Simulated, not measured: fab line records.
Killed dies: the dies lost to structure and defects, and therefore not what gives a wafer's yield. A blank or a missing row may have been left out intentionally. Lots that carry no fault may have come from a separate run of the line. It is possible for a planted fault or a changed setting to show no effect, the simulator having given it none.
2 desks, one fault -- flow nand harc -- what lay behind the numbers comes last; until then each desk has only its own

## AT THE TOOL OWNER'S DESK: krf scanner-03
The tool's own readings at NHARC_A_BONDPAD_EXPOSE_06 (exposes mask A BPAD): means of the sampled wafers that have a number, for each lot that ran on this tool. Any lot whose mean is over 4 standard deviations away from the usual mean is out of limits and marked OUT; that distance is given in the brackets.
Columns: A = exposure dose mJ cm2 at NHARC_A_BONDPAD_EXPOSE_06, usual 36.94
lot,first seen here,A
L813,day 23 09:36,36.90
L822,day 27 20:27,34.16 (-62) OUT
L827,day 29 06:40,34.74 (-49) OUT
This desk's finding: out of limits on L822, L827; first on L822, day 27 20:27 (exposure dose mJ cm2 at NHARC_A_BONDPAD_EXPOSE_06). In limits: L813.

## FROM THE METROLOGY DESK
What the gauges read, lot by lot, whatever tool the lot ran on: means of the sampled wafers that have a number. Any lot whose mean is over 4 standard deviations away from the usual mean is out of limits and marked OUT; that distance is given in the brackets.
Columns: A = cd nm at NHARC_A_M1_CD_MEAS_16, usual 119.3 nm; B = thk nm at NHARC_A_M1_THK_MEAS_24, usual 154.2 nm
lot,first seen here,A,B
L814,day 23 03:48,118.5,156.3
L813,day 23 05:26,119.6,154.7
L812,day 23 09:45,119.2,154.0
L817,day 25 12:45,120.3,151.6
L816,day 25 15:44,118.9,154.6
L815,day 25 21:13,120.0,153.4
L822,day 27 16:25,119.1,156.3
L827,day 29 02:37,118.5,151.7
L829,day 30 11:23,119.7,152.3
L831,day 30 21:37,119.0,153.0
L833,day 32 03:43,119.4,153.0
L834,day 32 05:06,119.3,157.0
This desk found nothing out of limits on any of the 12 lots.

## BROUGHT TOGETHER
An alarm could have come from the tool owner's desk at day 27 20:27, on L822, L827.
The metrology desk saw nothing out of limits.
The metrology desk has L822, L827 on record, within its limits.
NHARC_A_BONDPAD_EXPOSE_06 was run on krf scanner-03 by each of the lots named.

## WHAT THE SIMULATOR HAD PUT IN
Process parameter drift: krf scanner-03, from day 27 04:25 on, at NHARC_A_BONDPAD_EXPOSE_06. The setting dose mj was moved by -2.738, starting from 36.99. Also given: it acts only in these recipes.
Lots struck among those shown: L822, L827.
How many hours passed from the start of the fault until each desk's first out-of-limits reading: the tool owner's desk, 16.
